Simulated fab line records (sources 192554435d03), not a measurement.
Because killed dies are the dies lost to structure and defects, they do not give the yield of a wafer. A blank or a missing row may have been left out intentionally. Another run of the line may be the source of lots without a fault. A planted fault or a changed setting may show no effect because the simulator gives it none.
A lot that was struck, set against a sound lot / flow n5Finfet / 42 steps out of a route of 1938
Sound: the wafers L907.1, L907.2, L907.4. Struck: wafer L912.5; the same lot's L912.3 was not struck, so it is left out; see the end for the cause.
Per side, at each step with rows, come the tool, then ch with its chambers, and then its first start. Under that, the readings that differ: sound wafers / struck wafers / difference of the means / sigmas: that difference in standard deviations of wafers without a fault.
alike: same words and numbers on both sides, and readings whose means sit less than 2 such deviations apart. not compared: any withheld reading, any reading some wafer has no value for, any bound like >300 that may hide the same value, and any number with overlapping values for which the record gives no deviation.
Wherever a step has rows on one side only, a row that says differs or no value, or a row with sigmas, the two part there. Non-overlapping numbers with no deviation appear without sigmas and do not part them. A reading that every wafer of one side lacks parts them only if that side has two wafers or more.

first, 10 steps without rows for these wafers: N5_HKMG_FIN_CMP_23 (polishes, stops on SiNx, t overpolish 10 s, target thk 46.326 nm); N5_HKMG_FIN_CMP_94 (polishes, stops on SiNx, t overpolish 4.7 s, target thk 43.299 nm); N5_GATE_CUT_ETCHBACK_00 (etches W in SF6/Cl2); N5_GATE_CUT_ETCH_56 (etches TiN in Cl2/Ar, target depth 21.6 nm); N5_GATE_CUT_ETCHBACK_30 (etches TiN in Cl2/Ar, target depth 3 nm); N5_GATE_CUT_VAPOR_ETCH_60 (etches HfO2 in BCl3/Cl2); N5_GATE_CUT_ETCH_58 (etches SiNx in CH3F/O2, target depth 17 nm, time 128.6 s); N5_GATE_CUT_STRIP_59 (strips in N2/H2, time 20 s); N5_GATE_CUT_PRECLEAN_31 (cleans in DIW, time 300 s); N5_GATE_CUT_SRD_32 (time 30 s).
N5_GATE_CUT_SAC_CAP_01: material SiNx, target thk 24 nm, pulse time 1 s, ald cycles 480.
  sound on aldSin-04 ch 0,1, day 7 09:38; struck on aldSin-04 ch 1, day 8 15:39
reading=aldCycles; sound=480 480 480; struck=850; difference=+370; sigmas=
reading=model.SiNx_of_GATE_CUT_SAC_CAP_01.thkNm (nm); sound=24.2 24 24; struck=42.6; difference=+18.5; sigmas=
  alike: heaterPowerW, precursorPulseHeightRel
then, 21 steps without rows for these wafers: N5_GATE_CUT_PECVD_57 (deposits SiNx from SiH4/NH3/N2, target thk 21 nm); N5_GATE_CUT_CMP_02 (polishes, stops on SiO2, t overpolish 12.7 s, target thk 0 nm); N5_GATE_CUT_HM_DEP_46 (deposits SiO2 from TEOS/O2, target thk 130 nm, time 26.6 s); N5_GATE_CUT_COAT_34 (time 60 s, resist thk 60 nm); N5_GATE_CUT_COAT_35 (time 60 s, resist thk 10 nm); N5_GATE_CUT_COAT_27 (time 60 s, resist thk 10 nm); N5_GATE_CUT_COAT_07 (resist thk 30 nm); N5_GATE_CUT_EBR_09; N5_GATE_CUT_SOFTBAKE_08 (time 60 s); N5_GATE_CUT_EXPOSE_10 (exposes mask GATE CUT, target cd 20 nm); N5_GATE_CUT_PEB_11 (peb time 60 s); N5_GATE_CUT_DEVELOP_12 (develop time 30 s); N5_GATE_CUT_DESCUM_18 (chemistry O2, time 7 s); N5_GATE_CUT_ETCH_28 (etches underlayer in N2/H2, target depth 13 nm, time 10.4 s); N5_GATE_CUT_ETCH_36 (etches SiARC in CF4, target depth 13 nm, time 21.7 s); N5_GATE_CUT_ETCH_37 (etches SOC in N2/H2, target depth 60 nm, overetch 12 nm, time 90 s); N5_GATE_CUT_STRIP_38 (strips in N2/H2); N5_GATE_CUT_STRIP_39 (strips in N2/H2); N5_GATE_CUT_HM_OPEN_40 (chemistry C4F6/O2, target SiO2, target depth 139 nm, time 85.1 s); N5_GATE_CUT_STRIP_41 (strips in CF4); N5_GATE_CUT_STRIP_42 (strips in O2).
N5_GATE_CUT_ETCH_19: etches SiNx in CH3F/O2, target depth 53.7 nm, time 76.7 s.
  sound on rieDiel-04 ch 0,2,3, day 7 13:07; struck on rieDiel-02 ch 1, day 8 19:10
reading=etchRfOnTimeS (s); sound=78.1 76.7 77.3; struck=72.1; difference=-5.3; sigmas=-3
  alike: drypumpMotorCurrentA, oesProductAu, rfVppV, showerheadPlenumPTorr, throttleValvePct
  not compared: rfHoursCounterH
then, 3 steps without rows for these wafers: N5_GATE_CUT_CUT_ETCH_53 (etches W in SF6/Cl2, target depth 79.2 nm); N5_GATE_CUT_CUT_ETCH_54 (etches TiN in Cl2/BCl3, target depth 96.7 nm); N5_GATE_CUT_CUT_ETCH_55 (etches HfO2 in BCl3, target depth 3.2 nm).
N5_MOL_CONTACT_COAG_CMP_28: polishes, stops on SiNx, t overpolish 0.85 s, target thk 14.522 nm.
  sound on cmp-01 ch 0,2,3, day 8 05:16; struck on cmp-02 ch 0, day 9 06:42
reading=model.SiNx_of_GATE_CUT_SAC_CAP_01.thkNm (nm); sound=18.2 17.8 18; struck=31.8; difference=+13.8; sigmas=
  alike: motorCurrentA, timeToEndpointS
N5_MOL_CONTACT_COAG_THK_MEAS_29:
  sound: filmMetro-01 at day 8 05:34; struck: filmMetro-02 at day 9 06:55
reading=MD_CAP_THK (nm); sound=18.08 17.89 17.97; struck=31.80; difference=+13.82; sigmas=+99 or more
N5_MOL_CONTACT_COAG_ETCH_47: etches SiNx in CH3F/O2, stops on W, target depth 27 nm.
  sound on rieDiel-06 ch 0,2,3, day 8 07:08; struck on rieDiel-06 ch 2, day 9 08:37
reading=etchRfOnTimeS (s); sound=32.3 31.4 31.4; struck=50.8; difference=+19.1; sigmas=+29
reading=model.etch.tClearS (s); sound=26.94 26.21 26.13; struck=46.15; difference=+19.72; sigmas=
reading=model.MOL_CONTACT_COAG.featureDepthNm (nm); sound=18.6 18.4 18.6; struck=32.6; difference=+14.1; sigmas=
reading=model.etch.depthNm (nm); sound=18.1 17.9 17.96; struck=31.76; difference=+13.77; sigmas=
  alike: drypumpMotorCurrentA, oesProductAu, rfVppV, showerheadPlenumPTorr, throttleValvePct
  not compared: rfHoursCounterH
N5_MOL_CONTACT_COAG_CMP_52: polishes, stops on SiO2, t overpolish 1.5 s, target thk 66.5 nm.
  sound on cmp-04 ch 0,2,3, day 8 09:20; struck on cmp-02 ch 0, day 9 10:33
reading=overpolishRunS (s); sound=1.490 1.508 1.502; struck=1.481; difference=-0.019; sigmas=-2
  alike: motorCurrentA, timeToEndpointS
  not compared: model.SiO2_of_MOL_CONTACT_COAG_PECVD_31.thkNm
-- a jump in the record: the struck wafers' starts before and after are 3 days apart (it breaks off in module MOL_CONTACT_COAG and resumes in module BEOL_M4, where the first step shown is number 1111 of the route) --
N5_BEOL_M4_RC_MEAS_101:
  sound on prober-01 ch 0, day 11 17:09; struck on prober-01 ch 0, day 12 16:29
reading=IOFF_P (nA/um); sound=0.24 0.25 0.28; struck=0.17; difference=-0.09; sigmas=-2
reading=SS_N (mV/dec); sound=72.3 72.4 72.4; struck=70.8; difference=-1.6; sigmas=-2
reading=SS_P (mV/dec); sound=74.2 73.6 74.3; struck=72.3; difference=-1.7; sigmas=-2
  alike: DIBL_N, DIBL_P, IOFF_N, ION_N, ION_P, VT_N, VT_P
-- record jumps: 5 days separate the struck wafers' starts on either side; left off in module BEOL_M4, taken up again in module PASSIVATION, whose first shown step is the route's number 1936 --
N5_PASSIVATION_PROBE_49:
  sound: prober-02 at day 16 12:20; struck: prober-01 at day 17 15:47
  alike: defectLimitedYield, killed_at_M0_to_M3, killed_at_M4_up, killedAtContacts, killedAtFrontEnd, killedAtOther, killedDies, killedOnRim, killedOpen, killedShort, sort_bin_5_function, sort_bin_6_memory, sort_bin_8_speed, sortNPass, sortYieldPct

## WHERE THEY PART
Earliest at N5_GATE_CUT_ETCH_19; latest, in this record, at N5_BEOL_M4_RC_MEAS_101. Later steps at which nothing parts them and some readings are alike: N5_PASSIVATION_PROBE_49.

WHY: the cause the simulator had injected
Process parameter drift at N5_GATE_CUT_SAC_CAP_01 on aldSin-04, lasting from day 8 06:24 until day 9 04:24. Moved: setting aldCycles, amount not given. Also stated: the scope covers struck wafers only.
